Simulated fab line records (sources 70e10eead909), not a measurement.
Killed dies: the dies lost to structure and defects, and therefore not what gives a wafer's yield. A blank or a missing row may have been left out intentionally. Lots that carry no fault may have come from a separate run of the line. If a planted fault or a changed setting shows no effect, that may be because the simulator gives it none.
fab line records	flow nand-harc
record: lots: 24	wafers: 72	last-day: 24
route steps=1159 shown A_STAIRCASE@729 A_SGD_CUT@765 A_SLIT@779
lots with no fault: from the same line, run without faults
start-h: hours from the record's first day to the start of the lot's first wafer shown	wait-h: hours since the lot's step before	" unchanged from the row above	L1.1+2: one row covering several wafers at once	- either no value or no given start	* or withheld: withheld	< > ~ a bound
route shown NAME@n: NAME is a module with steps in the file, n the number in the route of the first one	usual: mean/standard deviation taken from wafers without a fault	same: alike in all rows	chamber/n: place in a boat	sites: readings site by site	_std_site: standard deviation of those values	_edge_site: outer sites' mean less inner sites'	radius-mm: for every site, how far away it sits from the centre of the wafer	mask NAME#n: copy n	behind: the most recent tool/chamber to have shaped the wafer	hold: the reason the lot was held/the length of the hold in hours/how it ended	device: whichever transistor did not switch (one of n, p or np)	end of line: the route-end tests of the same wafers	for a step that has no rows: nothing shown but its recipe	killed: dies that structure and defects cost at the first sort, which is not the same as the wafer's yield	map: dies across one wafer; x = killed, . = not, _ = none there
set.NAME: setting as actually run; set.NAME@STEP: the setting as run at that earlier step	model.NAME: the simulator's own value behind a step, which no gauge read
a sample of lots followed through the steps of the route, with each step as a table and each wafer as a row
services: the hour from which a tool's chamber was out of use, counted from the record's first day as start-h (under 0 if before that day), plus the number of hours and why
== steps ==
step: NHARC_A_STAIRCASE_STRIP_446
recipe: power-w: 1500	temp-c: 250	chemistry: O2
usual: drypump-motor-current-A: 5.5/0.3	heater-power-w: 352/12
lot.wafer	tool	chamber	start-h	wait-h	drypump-motor-current-A	heater-power-w	rf-hours-counter-h
L075.1	plasma-asher-02	1	289.13	0.2	5.3	355	29
L075.2	"	0	"	"	5.7	363	29
L075.4	"	1	"	"	5.3	370	-
L074.2	plasma-asher-01	0	289.48	0.0	5.2	349	2
L074.1	"	1	"	"	5.9	352	2
L074.3	"	1	"	"	5.8	362	-
L077.4	plasma-asher-01	0	310.83	0.1	5.2	340	-
L077.3	"	1	"	"	5.9	357	-
L077.6	"	1	"	"	5.9	362	-
L076.1	plasma-asher-01	1	315.87	0.1	5.8	351	10
L076.3	"	1	"	"	5.8	351	-
L076.6	"	0	"	"	5.2	335	-
L078.2	plasma-asher-01	0	325.77	0.1	5.2	340	13
L078.3	"	0	"	"	5.2	339	-
L078.6	"	0	"	"	5.2	339	-
L079.2	plasma-asher-02	1	326.05	0.2	5.3	368	40
L079.4	"	0	"	"	5.7	368	-
L079.6	"	0	"	"	5.7	363	-
L080.1	plasma-asher-02	0	349.17	0.1	5.7	361	48
L080.4	"	1	"	"	5.3	360	-
L080.6	"	0	"	"	5.7	361	-
L081.1	plasma-asher-02	1	356.52	0.1	5.3	357	49
L081.4	"	0	"	"	5.7	356	-
L081.5	"	0	"	"	5.7	360	-
L084.1	plasma-asher-01	1	363.26	0.8	5.9	354	26
L084.3	"	1	"	"	5.8	353	-
L084.6	"	0	"	"	5.2	349	-
L082.1	plasma-asher-01	0	363.54	0.9	5.2	339	27
L082.4	"	0	"	"	5.2	343	-
L082.5	"	1	"	"	5.8	363	-
L083.1	plasma-asher-01	0	363.87	1.0	5.2	336	27
L083.3	"	1	"	"	5.8	361	-
L083.6	"	1	"	"	5.8	358	-
L088.2	plasma-asher-01	1	383.68	0.9	5.9	351	37
L088.1	"	0	"	"	5.2	346	37
L088.5	"	0	"	"	5.2	342	-
L086.1	plasma-asher-01	0	383.97	1.1	5.2	343	37
L086.2	"	1	"	"	5.9	356	37
L086.3	"	1	"	"	5.9	359	-
L087.4	plasma-asher-01	1	384.34	1.4	5.8	365	-
L087.6	"	1	"	"	5.8	356	-
L087.5	"	0	"	"	5.2	333	-
L085.1	plasma-asher-01	1	384.53	0.2	5.9	360	38
L085.3	"	1	"	"	5.8	355	-
L085.4	"	0	"	"	5.2	340	-
L089.2	plasma-asher-01	0	392.05	0.5	5.2	336	42
L089.3	"	1	"	"	5.8	366	-
L089.6	"	0	"	"	5.2	341	-
L090.2	plasma-asher-01	1	399.24	1.0	5.8	369	45
L090.1	"	0	"	"	5.2	339	45
L090.5	"	1	"	"	5.8	355	-
L092.2	plasma-asher-01	0	399.65	1.2	5.2	336	46
L092.1	"	1	"	"	5.8	374	46
L092.3	"	1	"	"	5.8	359	-
L091.2	plasma-asher-01	1	406.23	0.0	5.8	359	51
L091.4	"	0	"	"	5.2	333	-
L091.6	"	0	"	"	5.2	349	-
L093.2	plasma-asher-01	0	410.39	0.1	5.2	343	53
L093.6	"	1	"	"	5.8	350	-
L093.5	"	0	"	"	5.2	345	-
L094.4	plasma-asher-02	1	410.64	0.2	5.3	349	-
L094.5	"	0	"	"	5.7	381	-
L094.6	"	1	"	"	5.3	353	-
L095.2	plasma-asher-01	1	430.80	0.0	5.8	353	59
L095.1	"	0	"	"	5.2	346	59
L095.5	"	1	"	"	5.9	355	-
L096.4	plasma-asher-01	1	431.54	0.2	5.9	354	-
L096.5	"	0	"	"	5.2	347	-
L096.6	"	1	"	"	5.9	360	-
L097.1	plasma-asher-02	0	434.75	0.1	5.7	376	16
L097.4	"	1	"	"	5.3	352	-
L097.6	"	0	"	"	5.7	366	-
step: NHARC_A_STAIRCASE_DEP_471
recipe: target-thk-a: 1000	temp-c: 400	pressure-torr: 6.5	rf-w: 900	teos-flow-sccm: 161.4	flow-sccm: 2650	target-thk-nm: 100	gas: O2	material: SiO2
usual: heater-power-w: 532/67	throttle-valve-pct: 16.0/0.53
lot.wafer	tool	chamber	start-h	wait-h	heater-power-w	throttle-valve-pct
L075.1	pecvd-03	2	291.25	-	610	16.5
L075.2	"	1	"	"	533	15.7
L075.4	"	0	"	"	528	17.2
L074.3	pecvd-03	0	291.46	-	553	17.0
L074.1	"	1	"	"	574	16.1
L074.2	"	2	"	"	611	16.2
L077.3	pecvd-03	2	312.87	-	484	16.1
L077.6	"	0	"	"	499	16.6
L077.4	"	2	"	"	495	16.3
L076.1	pecvd-04	2	317.98	-	594	15.9
L076.3	"	1	"	"	450	15.0
L076.6	"	1	"	"	445	15.2
L078.3	pecvd-04	1	327.76	-	515	15.4
L078.2	"	2	"	"	486	16.4
L078.6	"	0	"	"	467	15.8
L079.2	pecvd-02	2	328.20	-	416	16.3
L079.4	"	0	"	"	625	16.1
L079.6	"	1	"	"	668	15.8
L080.1	pecvd-04	0	351.17	-	521	15.7
L080.4	"	1	"	"	490	15.2
L080.6	"	0	"	"	517	15.7
L081.1	pecvd-04	0	358.48	-	514	15.9
L081.5	"	1	"	"	496	15.4
L081.4	"	2	"	"	504	16.0
L084.1	pecvd-02	1	365.24	-	623	16.1
L084.3	"	2	"	"	433	15.6
L084.6	"	0	"	"	613	15.7
L082.1	pecvd-04	0	365.53	-	489	16.0
L082.5	"	1	"	"	553	15.4
L082.4	"	2	"	"	563	16.0
L083.3	pecvd-04	2	365.88	-	498	16.2
L083.1	"	1	"	"	544	15.3
L083.6	"	0	"	"	512	15.6
L088.2	pecvd-03	1	386.36	-	589	15.5
L088.1	"	2	"	"	525	16.2
L088.5	"	1	"	"	603	15.7
L086.3	pecvd-03	2	386.53	-	546	16.3
L086.2	"	0	"	"	429	16.7
L086.1	"	1	"	"	572	15.5
L087.4	pecvd-03	0	386.78	-	556	16.7
L087.5	"	1	"	"	528	15.6
L087.6	"	2	"	"	571	16.5
L085.1	pecvd-02	2	386.85	-	440	16.1
L085.3	"	1	"	"	631	16.1
L085.4	"	1	"	"	625	16.0
L089.3	pecvd-02	2	394.17	-	425	15.7
L089.2	"	1	"	"	637	16.4
L089.6	"	2	"	"	424	15.6
L090.1	pecvd-02	2	401.25	-	437	15.8
L090.2	"	0	"	"	605	16.1
L090.5	"	1	"	"	587	16.3
L092.2	pecvd-03	1	401.63	-	615	15.6
L092.1	"	2	"	"	587	16.3
L092.3	"	0	"	"	534	17.0
L091.2	pecvd-03	1	409.64	-	518	15.7
L091.4	"	1	"	"	512	15.5
L091.6	"	2	"	"	607	16.4
L093.2	pecvd-02	2	412.48	-	352	16.0
L093.5	"	1	"	"	563	16.4
L093.6	"	2	"	"	361	15.9
L094.6	pecvd-04	2	412.59	-	610	15.6
L094.4	"	0	"	"	415	14.8
L094.5	"	1	"	"	560	15.5
L095.1	pecvd-04	1	432.81	-	499	15.4
L095.2	"	2	"	"	566	15.7
L095.5	"	0	"	"	416	14.3
L096.4	pecvd-02	1	433.49	-	583	16.0
L096.6	"	2	"	"	417	15.7
L096.5	"	0	"	"	565	16.2
L097.1	pecvd-03	0	436.73	-	429	16.9
L097.6	"	2	"	"	490	16.6
L097.4	"	0	"	"	441	17.4
step: NHARC_A_STAIRCASE_INSPECT_155
usual: raw-defect-count: 371/140
lot.wafer	tool	chamber	start-h	wait-h	raw-defect-count
L075.1	defect-inspect-02	-	291.86	0.1	357
L075.2	"	-	"	"	317
L075.4	"	-	"	"	291
L074.1	defect-inspect-01	-	292.07	0.1	276
L074.2	"	-	"	"	330
L074.3	"	-	"	"	195
L077.3	defect-inspect-01	-	313.45	0.1	685
L077.4	"	-	"	"	509
L077.6	"	-	"	"	495
L076.1	defect-inspect-01	-	318.60	0.1	436
L076.3	"	-	"	"	575
L076.6	"	-	"	"	588
L078.2	defect-inspect-02	-	328.38	0.1	355
L078.3	"	-	"	"	344
L078.6	"	-	"	"	548
L079.2	defect-inspect-02	-	328.77	0.1	415
L079.4	"	-	"	"	365
L079.6	"	-	"	"	440
L080.1	defect-inspect-01	-	351.73	0.1	486
L080.4	"	-	"	"	772
L080.6	"	-	"	"	539
L081.1	defect-inspect-02	-	359.09	0.1	272
L081.4	"	-	"	"	214
L081.5	"	-	"	"	247
L084.1	defect-inspect-01	-	365.88	0.1	222
L084.3	"	-	"	"	335
L084.6	"	-	"	"	357
L082.1	defect-inspect-01	-	366.14	0.1	375
L082.4	"	-	"	"	371
L082.5	"	-	"	"	398
L083.1	defect-inspect-02	-	366.50	0.1	346
L083.3	"	-	"	"	376
L083.6	"	-	"	"	349
L088.1	defect-inspect-02	-	386.97	0.1	177
L088.2	"	-	"	"	176
L088.5	"	-	"	"	254
L086.1	defect-inspect-01	-	387.14	0.1	319
L086.2	"	-	"	"	360
L086.3	"	-	"	"	436
L087.4	defect-inspect-01	-	387.32	0.1	448
L087.5	"	-	"	"	287
L087.6	"	-	"	"	213
L085.1	defect-inspect-02	-	387.47	0.1	270
L085.3	"	-	"	"	422
L085.4	"	-	"	"	336
L089.2	defect-inspect-02	-	394.79	0.1	280
L089.3	"	-	"	"	239
L089.6	"	-	"	"	287
L090.1	defect-inspect-01	-	401.87	0.1	444
L090.2	"	-	"	"	577
L090.5	"	-	"	"	509
L092.1	defect-inspect-01	-	402.25	0.1	694
L092.2	"	-	"	"	491
L092.3	"	-	"	"	399
L091.2	defect-inspect-02	-	410.22	0.1	330
L091.4	"	-	"	"	369
L091.6	"	-	"	"	276
L093.2	defect-inspect-01	-	413.07	0.1	272
L093.5	"	-	"	"	432
L093.6	"	-	"	"	423
L094.4	defect-inspect-02	-	413.17	0.1	268
L094.5	"	-	"	"	393
L094.6	"	-	"	"	217
L095.1	defect-inspect-02	-	433.41	0.1	271
L095.2	"	-	"	"	267
L095.5	"	-	"	"	299
L096.4	defect-inspect-01	-	434.03	0.1	396
L096.5	"	-	"	"	405
L096.6	"	-	"	"	529
L097.1	defect-inspect-01	-	437.29	0.1	494
L097.4	"	-	"	"	499
L097.6	"	-	"	"	305
step: NHARC_A_SGD_CUT_ETCH_16
recipe: target-depth-a: 3105	time-s: 155.2	c4f8-flow-sccm: withheld	o2-flow-sccm: 8	ar-flow-sccm: withheld	rf-w: 600	bias-w: 800	chemistry: C4F8/O2/Ar
usual: oes-product-au: 0.968/0.019	rf-vpp-V: 721/4.1
lot.wafer	tool	chamber	start-h	wait-h	oes-product-au	rf-hours-counter-h	rf-vpp-V
L075.1	rie-diel-12	1	-	-	0.948	9	721
L075.4	"	2	"	"	0.958	9	725
L075.2	"	3	"	"	0.967	8	718
L074.3	rie-diel-09	2	-	-	0.974	2	719
L074.1	"	3	"	"	0.969	2	718
L074.2	"	1	"	"	0.991	2	718
L077.4	rie-diel-06	2	-	-	0.967	6	730
L077.3	"	3	"	"	0.985	8	723
L077.6	"	3	"	"	0.984	-	724
L076.1	rie-diel-09	0	-	-	0.975	3	721
L076.3	"	1	"	"	0.976	4	717
L076.6	"	0	"	"	0.959	-	721
L078.3	rie-diel-09	3	-	-	0.956	4	716
L078.2	"	0	"	"	0.979	3	718
L078.6	"	2	"	"	0.982	-	719
L079.4	rie-diel-06	1	-	-	0.988	10	723
L079.2	"	3	"	"	0.967	10	724
L079.6	"	2	"	"	0.951	-	730
L080.4	rie-diel-09	3	-	-	0.966	5	718
L080.1	"	0	"	"	0.987	4	721
L080.6	"	3	"	"	0.955	-	716
L081.1	rie-diel-06	0	-	-	0.993	12	720
L081.4	"	2	"	"	0.958	11	729
L081.5	"	1	"	"	0.978	-	725
L084.3	rie-diel-12	2	-	-	0.971	16	726
L084.1	"	1	"	"	0.959	13	722
L084.6	"	2	"	"	0.965	-	726
L082.1	rie-diel-09	0	-	-	0.953	5	721
L082.4	"	1	"	"	0.951	6	717
L082.5	"	0	"	"	0.946	-	721
L083.3	rie-diel-06	3	-	-	1.004	13	722
L083.1	"	0	"	"	1.006	13	720
L083.6	"	2	"	"	0.945	-	728
L088.2	rie-diel-09	2	-	-	0.927	7	720
L088.1	"	3	"	"	0.951	7	717
L088.5	"	2	"	"	0.931	-	719
L085.1	rie-diel-09	3	-	-	0.961	7	718
L085.4	"	0	"	"	0.963	7	721
L085.3	"	1	"	"	0.969	8	716
L086.1	rie-diel-06	0	-	-	0.960	16	719
L086.3	"	1	"	"	0.961	15	724
L086.2	"	2	"	"	0.934	14	729
L087.4	rie-diel-06	1	-	-	0.966	-	725
L087.5	"	2	"	"	0.939	-	729
L087.6	"	0	"	"	0.983	-	720
L089.3	rie-diel-09	3	-	-	0.958	8	717
L089.2	"	2	"	"	0.963	8	721
L089.6	"	3	"	"	0.957	-	718
L090.2	rie-diel-12	2	-	-	0.978	2	725
L090.1	"	1	"	"	0.953	3	722
L090.5	"	2	"	"	0.982	-	725
L092.1	rie-diel-09	2	-	-	0.965	8	720
L092.2	"	3	"	"	0.953	9	718
L092.3	"	0	"	"	0.958	9	721
L091.4	rie-diel-09	1	-	-	0.949	10	718
L091.2	"	2	"	"	0.925	9	719
L091.6	"	3	"	"	0.923	-	716
L093.2	rie-diel-09	0	-	-	0.959	10	722
L093.6	"	0	"	"	0.973	-	722
L093.5	"	1	"	"	0.980	-	717
L094.4	rie-diel-06	1	-	-	1.001	17	726
L094.5	"	3	"	"	0.978	-	723
L094.6	"	0	"	"	0.984	-	720
L095.1	rie-diel-06	2	-	-	0.996	1	730
L095.2	"	3	"	"	0.965	1	723
L095.5	"	0	"	"	0.988	-	718
L096.4	rie-diel-12	2	-	-	0.983	6	725
L096.6	"	1	"	"	0.972	-	721
L096.5	"	2	"	"	0.993	-	725
L097.4	rie-diel-06	2	-	-	0.987	1	730
L097.1	"	3	"	"	0.982	1	724
L097.6	"	2	"	"	0.983	-	731
step: NHARC_A_SGD_CUT_THK_MEAS_22
recipe: thk-meas-gauge: ellipsometry
usual: thk-nm: 148.0/1.6
lot.wafer	tool	chamber	start-h	wait-h	thk-nm
L075.1	film-metro-01	-	298.21	0.2	145.7
L075.2	"	-	"	"	147.9
L075.4	"	-	"	"	149.7
L074.1	film-metro-02	-	298.35	0.2	149.0
L074.2	"	-	"	"	149.9
L074.3	"	-	"	"	149.9
L077.3	film-metro-02	-	321.90	0.2	146.5
L077.4	"	-	"	"	147.1
L077.6	"	-	"	"	148.1
L076.1	film-metro-02	-	325.56	0.2	149.8
L076.3	"	-	"	"	148.5
L076.6	"	-	"	"	147.1
L079.2	film-metro-01	-	336.61	0.2	148.4
L079.4	"	-	"	"	147.3
L079.6	"	-	"	"	147.5
L078.2	film-metro-02	-	336.62	0.2	150.6
L078.3	"	-	"	"	147.3
L078.6	"	-	"	"	149.4
L080.1	film-metro-02	-	359.63	0.2	146.7
L080.4	"	-	"	"	147.4
L080.6	"	-	"	"	149.5
L081.1	film-metro-02	-	366.04	0.2	148.3
L081.4	"	-	"	"	148.1
L081.5	"	-	"	"	150.7
L084.1	film-metro-01	-	372.79	0.2	148.5
L084.3	"	-	"	"	149.2
L084.6	"	-	"	"	145.6
L082.1	film-metro-02	-	372.79	0.2	148.7
L082.4	"	-	"	"	148.9
L082.5	"	-	"	"	150.2
L083.1	film-metro-01	-	372.79	0.2	145.6
L083.3	"	-	"	"	146.9
L083.6	"	-	"	"	148.8
L085.1	film-metro-02	-	394.23	0.2	149.3
L085.3	"	-	"	"	146.4
L085.4	"	-	"	"	147.9
L088.1	film-metro-01	-	394.23	0.2	149.3
L088.2	"	-	"	"	148.0
L088.5	"	-	"	"	148.5
L086.1	film-metro-02	-	394.38	0.2	149.1
L086.2	"	-	"	"	147.3
L086.3	"	-	"	"	150.6
L087.4	film-metro-01	-	394.39	0.2	144.8
L087.5	"	-	"	"	146.0
L087.6	"	-	"	"	146.4
L089.2	film-metro-02	-	402.69	0.2	149.1
L089.3	"	-	"	"	149.8
L089.6	"	-	"	"	147.9
L090.1	film-metro-01	-	409.55	0.2	145.6
L090.2	"	-	"	"	146.4
L090.5	"	-	"	"	150.0
L092.1	film-metro-02	-	409.55	0.2	146.8
L092.2	"	-	"	"	148.0
L092.3	"	-	"	"	147.5
L091.2	film-metro-01	-	416.93	0.2	148.5
L091.4	"	-	"	"	147.7
L091.6	"	-	"	"	147.8
L093.2	film-metro-01	-	421.31	0.2	150.3
L093.5	"	-	"	"	148.4
L093.6	"	-	"	"	147.4
L094.4	film-metro-02	-	421.31	0.2	147.8
L094.5	"	-	"	"	145.7
L094.6	"	-	"	"	150.1
L095.1	film-metro-01	-	442.27	0.2	146.5
L095.2	"	-	"	"	148.3
L095.5	"	-	"	"	144.4
L096.4	film-metro-02	-	442.27	0.2	147.7
L096.5	"	-	"	"	147.5
L096.6	"	-	"	"	146.0
L097.1	film-metro-02	-	442.41	0.2	144.7
L097.4	"	-	"	"	146.9
L097.6	"	-	"	"	147.0
step: NHARC_A_SLIT_DEP_25
recipe: target-thk-a: 2000	temp-c: 400	pressure-torr: 6.5	rf-w: 900	teos-flow-sccm: 161.4	flow-sccm: 2650	target-thk-nm: 200	gas: O2	material: SiO2
usual: heater-power-w: 540/71	throttle-valve-pct: 15.8/0.64
lot.wafer	tool	chamber	start-h	wait-h	heater-power-w	throttle-valve-pct
L075.1	pecvd-01	0	298.74	0.1	437	15.1
L075.2	"	2	"	"	595	16.9
L075.4	"	1	"	"	661	16.2
L074.3	pecvd-04	2	298.89	0.1	514	16.0
L074.2	"	0	"	"	491	15.5
L074.1	"	1	"	"	411	15.3
L077.3	pecvd-02	2	322.47	0.1	414	16.7
L077.6	"	1	"	"	667	15.5
L077.4	"	2	"	"	433	16.1
L076.3	pecvd-02	0	326.09	0.1	528	16.0
L076.1	"	1	"	"	652	15.6
L076.6	"	2	"	"	430	16.4
L078.3	pecvd-01	1	337.20	0.1	608	16.1
L078.2	"	2	"	"	593	16.9
L078.6	"	2	"	"	611	16.7
L079.2	pecvd-01	1	337.43	0.3	570	16.5
L079.6	"	1	"	"	586	16.4
L079.4	"	2	"	"	646	17.1
L080.1	pecvd-04	0	360.20	0.1	416	15.8
L080.4	"	2	"	"	527	16.2
L080.6	"	0	"	"	427	15.7
L081.1	pecvd-04	0	366.65	0.1	482	15.8
L081.5	"	1	"	"	542	15.3
L081.4	"	0	"	"	487	15.8
L084.3	pecvd-01	2	373.32	0.1	646	16.8
L084.1	"	0	"	"	580	15.4
L084.6	"	0	"	"	437	15.1
L082.1	pecvd-04	2	373.40	0.1	573	16.2
L082.5	"	0	"	"	447	15.8
L082.4	"	2	"	"	599	16.3
L083.3	pecvd-01	2	373.55	0.3	597	16.8
L083.1	"	1	"	"	622	16.7
L083.6	"	0	"	"	501	15.5
L085.3	pecvd-04	1	394.80	0.1	530	15.3
L085.1	"	2	"	"	618	15.4
L085.4	"	2	"	"	467	15.7
L088.1	pecvd-02	1	394.81	0.1	622	16.6
L088.2	"	2	"	"	407	15.7
L088.5	"	1	"	"	620	16.3
L086.1	pecvd-04	2	395.00	0.1	576	15.5
L086.2	"	0	"	"	493	14.7
L086.3	"	1	"	"	583	15.4
L087.5	pecvd-02	1	395.11	0.3	537	16.0
L087.6	"	2	"	"	458	16.0
L087.4	"	0	"	"	485	16.1
L089.3	pecvd-04	2	403.26	0.1	607	15.7
L089.2	"	0	"	"	467	14.5
L089.6	"	2	"	"	588	15.5
L090.2	pecvd-02	0	410.18	0.2	554	16.0
L090.1	"	1	"	"	617	16.3
L090.5	"	1	"	"	639	16.5
L092.1	pecvd-04	0	410.20	0.2	477	14.8
L092.2	"	1	"	"	485	15.1
L092.3	"	2	"	"	603	15.6
L091.2	pecvd-01	2	417.50	0.1	645	16.9
L091.4	"	1	"	"	565	16.5
L091.6	"	2	"	"	650	17.1
L093.2	pecvd-02	1	421.88	0.1	581	16.2
L093.5	"	1	"	"	601	16.5
L093.6	"	2	"	"	436	15.8
L094.5	pecvd-04	0	421.95	0.2	516	14.5
L094.6	"	1	"	"	558	15.4
L094.4	"	2	"	"	573	15.6
L095.2	pecvd-04	2	442.80	0.1	546	15.5
L095.1	"	1	"	"	559	15.4
L095.5	"	1	"	"	554	15.6
L097.1	pecvd-01	0	442.95	0.1	526	15.7
L097.4	"	0	"	"	506	15.7
L097.6	"	2	"	"	567	16.8
L096.5	pecvd-02	0	443.01	0.2	563	16.2
L096.4	"	1	"	"	559	16.2
L096.6	"	2	"	"	447	15.9
== services ==
tool	chamber	start-h	hours	kind
pecvd-02	2	266.49	17.9	repair
pecvd-01	-	274.06	2.8	repair
plasma-asher-01	-	276.20	9.0	pm
rie-diel-06	-	279.07	0.8	repair
rie-diel-09	0	280.02	11.4	repair
rie-diel-06	2	284.43	6.5	repair
pecvd-03	-	292.35	13.0	pm
rie-diel-09	2	303.72	6.8	repair
plasma-asher-01	-	326.34	0.6	repair
rie-diel-06	1	332.59	7.0	repair
pecvd-03	-	334.11	1.5	repair
pecvd-02	-	334.12	13.0	pm
pecvd-04	0	338.98	8.1	repair
rie-diel-06	3	347.13	3.8	repair
pecvd-01	-	357.13	1.4	repair
rie-diel-09	3	361.10	2.5	repair
pecvd-04	-	376.19	13.0	pm
rie-diel-09	-	377.35	0.6	repair
rie-diel-06	3	387.70	2.5	repair
rie-diel-06	1	390.71	3.5	repair
rie-diel-06	-	416.99	2.3	repair
rie-diel-06	-	419.30	9.0	pm
rie-diel-09	-	431.10	9.0	pm
pecvd-03	-	438.89	20.5	repair
== key ==
fault none
